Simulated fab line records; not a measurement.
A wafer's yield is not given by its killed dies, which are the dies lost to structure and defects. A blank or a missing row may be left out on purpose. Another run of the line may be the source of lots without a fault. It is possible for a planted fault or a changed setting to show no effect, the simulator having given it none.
Split-lot study | flow n5-finfet | 21 wafers read across 7 lots, on a route 1938 steps long

== ON THE SPLIT ==
At N5_BEOL_M10_COAT_64 (time 60 s, resist thk 30 nm), the setting spin-rpm was moved away from the recipe's 1500 rpm on 9 of the 21 wafers read, by -10.5% to +10.7%. The other wafers ran this setting at the recipe's value.

The reading comes from the split's own step.

== THE READING ==
SiARC_of_BEOL_M10_COAT_64.thk-nm (the simulator's own value, which no gauge read), in nm, at N5_BEOL_M10_COAT_64 (time 60 s, resist thk 30 nm). The file does not state a usual value for it. Across the 12 wafers here that went through the recipe, the average is 29.9 nm and the standard deviation 0.087 nm.

wafer  | tool, chamber at the split | spin-rpm as run, rpm | against the recipe | SiARC_of_BEOL_M10_COAT_64.thk-nm, nm | against lot-mates on the recipe
L075.1 | litho-track-01, 0          | 1500                 | recipe             | 29.8                                 | -
L075.3 | litho-track-01, 0          | 1373                 | -8.5%              | 31.4                                 | +1.5
L075.6 | litho-track-01, 0          | 1500                 | recipe             | 30                                   | -
L078.2 | litho-track-04, 0          | 1500                 | recipe             | 30                                   | -
L078.3 | litho-track-04, 0          | 1500                 | recipe             | 29.8                                 | -
L078.6 | litho-track-04, 0          | 1348                 | -10.1%             | 31.6                                 | +1.7
L081.4 | litho-track-04, 0          | 1500                 | recipe             | 30                                   | -
L081.5 | litho-track-04, 0          | 1661                 | +10.7%             | 28.4                                 | -1.6
L081.6 | litho-track-04, 0          | 1661                 | +10.7%             | 28.6                                 | -1.4
L080.3 | litho-track-01, 0          | 1580                 | +5.3%              | 29.2                                 | -0.8
L080.5 | litho-track-01, 0          | 1580                 | +5.3%              | 29.2                                 | -0.8
L080.6 | litho-track-01, 0          | 1500                 | recipe             | 30                                   | -
L082.2 | litho-track-01, 0          | 1342                 | -10.5%             | 31.6                                 | +1.6
L082.3 | litho-track-01, 0          | 1500                 | recipe             | 30                                   | -
L082.6 | litho-track-01, 0          | 1500                 | recipe             | 30                                   | -
L084.1 | litho-track-04, 0          | 1500                 | recipe             | 29.8                                 | -
L084.3 | litho-track-04, 0          | 1500                 | recipe             | 30                                   | -
L084.4 | litho-track-04, 0          | 1500                 | recipe             | 30                                   | -
L091.2 | litho-track-04, 0          | 1500                 | recipe             | 30                                   | -
L091.5 | litho-track-04, 0          | 1558                 | +3.9%              | 29.6                                 | -0.4
L091.6 | litho-track-04, 0          | 1558                 | +3.9%              | 29.4                                 | -0.6

FIT RESULTS
A straight line over all 21 wafers: SiARC_of_BEOL_M10_COAT_64.thk-nm changes by -0.149 nm for each +1% of spin-rpm; r = -0.99; the points scatter about the line by 0.11 nm.
The same after taking each lot's own level away (the mean of its wafers on the recipe; 21 wafers): -0.152 nm for each +1%; r = -0.99; scatter 0.1 nm.
That fit puts the effect of the largest move of spin-rpm on the reading at 1.6 nm.
The span of the lots' own levels, 29.90 to 30.00 nm, comes to 1.2 times the standard deviation stated above.
So the lot-to-lot level changes the slope little: the two slopes agree.
Check: for one of the wafers moved furthest among these (+10.7%), held out of the fit, the line's prediction against its lot-mates is -1.59 nm. Against them it came out at -1.6 nm.

== THE OTHER SPLITS THESE WAFERS WENT THROUGH ==
Other splits were also applied to these wafers ahead of the reading. Each is held against what the fit with the lots' levels taken away leaves over:
other split on the same wafers | wafers away from the commonest value | r with SiARC_of_BEOL_M10_COAT_64.thk-nm (lot level and that fit taken away)
N5_BEOL_M6_COAT_63 spin-rpm    | 5                                    | +0.15
N5_BEOL_M6_COAT_22 spin-rpm    | 10                                   | -0.37
N5_BEOL_M7_EXPOSE_08 dose-mj   | 6                                    | +0.14
N5_BEOL_M7_ETCH_61 source-w    | 5                                    | -0.10
N5_BEOL_M7_DEP_56 time-s       | 9                                    | +0.15
N5_BEOL_M8_PECVD_70 temp-c     | 7                                    | +0.23
N5_BEOL_M9_PECVD_70 time-s     | 7                                    | -0.13
N5_BEOL_M10_PECVD_70 time-s    | 10                                   | -0.03

== FILE'S OWN FIT ==
SiARC_of_BEOL_M10_COAT_64.thk-nm changes by -0.156 nm for each +1% of spin-rpm, r = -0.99.
